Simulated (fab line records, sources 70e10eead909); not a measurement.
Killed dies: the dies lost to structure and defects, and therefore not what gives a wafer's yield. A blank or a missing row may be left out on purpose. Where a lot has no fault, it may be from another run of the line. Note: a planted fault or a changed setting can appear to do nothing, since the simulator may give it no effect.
Problem report, 8D (eight disciplines) form, completed by code	flow nand harc	the parts of the form that need people (team, actions taken, sign-off) are left out

== 1. WHAT IS WRONG ==
Mean of raw defect count at NHARC_A_CHANNEL_HOLE_D1_INSPECT_40: 756 across 3 wafers in 2 lots; on wafers with no fault it is 74 (standard deviation 28). That puts it +24 standard deviations away from the usual mean.
Earliest sighting: wafer L818.2 on defect inspect-02 at day 15 16:19. The record holds 33 wafers of 11 lots with a number at this step. The rule behind "out" and "out of limits": a value lying over 4 standard deviations away from the usual mean. Any other wafer with a number is counted as sound.

== 2. WHAT IT IS, WHAT IT ISN'T ==
question	is	is not
which readings at this step	raw defect count	-
which lots	L818, L820	L801, L802, L803, L804, L806, L807, L808, L809, L824
which wafers of those lots	L818.2, L818.3, L820.1	L818.5, L820.2, L820.3
read on which gauges	defect inspect-01, defect inspect-02	-
when	from day 15 16:19	up to then (25 sound wafers); but 5 sound wafers of L820, L824 came after

== 3. WHAT RULES OUT EACH SUSPECT ==
Counting: a tool at a process step up to the reading stays a suspect if it ran every lot that is out. Sound lots after the first of them don't rule it out here, since some wafers of a struck lot are sound.
- the gauge at NHARC_A_CHANNEL_HOLE_D1_INSPECT_40: ruled out. The wafers that are out were read on 2 gauges (defect inspect-01, defect inspect-02).
- rie diel-10 at NHARC_A_CHANNEL_HOLE_D1_ETCH_39 (etches the open film in N2/H2, target depth 260 nm, time 325 s): kept. It processed each lot that is out (first: L818, day 15 11:05); up to then, its last sound lot is L809 (day 11 22:35). Because NHARC_A_CHANNEL_HOLE_D1_ETCH_39 lacks a start for some lots, the hours and order of its lots are taken from NHARC_A_CHANNEL_HOLE_D1_ETCH_21.
- har etch-02 at NHARC_A_CHANNEL_HOLE_D1_ETCH_21 (etches the open film in C4F8/O2/Ar, time 514.3 s, target depth 1600 nm): kept. It processed each lot that is out (first: L818, day 15 11:05); up to then, its last sound lot is L809 (day 11 22:35).
- Within har etch-02 at NHARC_A_CHANNEL_HOLE_D1_ETCH_21: the wafers that are out ran in chamber 1; their sound lot-mates ran in chamber 0.
Left after counting: rie diel-10 at NHARC_A_CHANNEL_HOLE_D1_ETCH_39, har etch-02 at NHARC_A_CHANNEL_HOLE_D1_ETCH_21.

== 4. THE CAUSE (what the simulator had put in) ==
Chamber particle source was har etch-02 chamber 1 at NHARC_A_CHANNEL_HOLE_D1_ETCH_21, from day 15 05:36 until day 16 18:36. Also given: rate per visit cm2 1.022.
Of the 2 suspects that counting leaves, this tool is one.

== 5. SEQUENCE OF EFFECTS, ordered by route ==
Each row: a reading where the mean over the struck wafers with a number is more than 3 standard deviations away from the usual. Only readings for which the record gives a usual standard deviation are gone through. hours: the time from each lot's start at the first step in this table that gives one to its start at this step, as a median over the lots. sigmas: the change in usual standard deviations.
hours	step	reading	usual	on struck wafers	change	sigmas
0	NHARC_A_CHANNEL_HOLE_D1_INSPECT_40	raw defect count	74	756	+682	+24
Later steps that measure or inspect, where all struck wafers having a row at the step show a number for every such reading and not one has moved that far: NHARC_END_SORT_01.

== 6. WHAT WOULD HAVE CAUGHT IT SOONER ==
Counted from the fault's start at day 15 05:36, it took 11 hours until the first out-of-limits reading at a measuring or inspecting step in this record, taken at day 15 16:19.
Tool readings at NHARC_A_CHANNEL_HOLE_D1_ETCH_21 with a usual standard deviation given in the record: none out on any struck wafer, hence no alarm at a limit of 4 standard deviations on them.
L820, from the lots that are out (2), started NHARC_A_CHANNEL_HOLE_D1_ETCH_21 on har etch-02 later than day 15 16:19. Holding the tool at that time would have saved it.
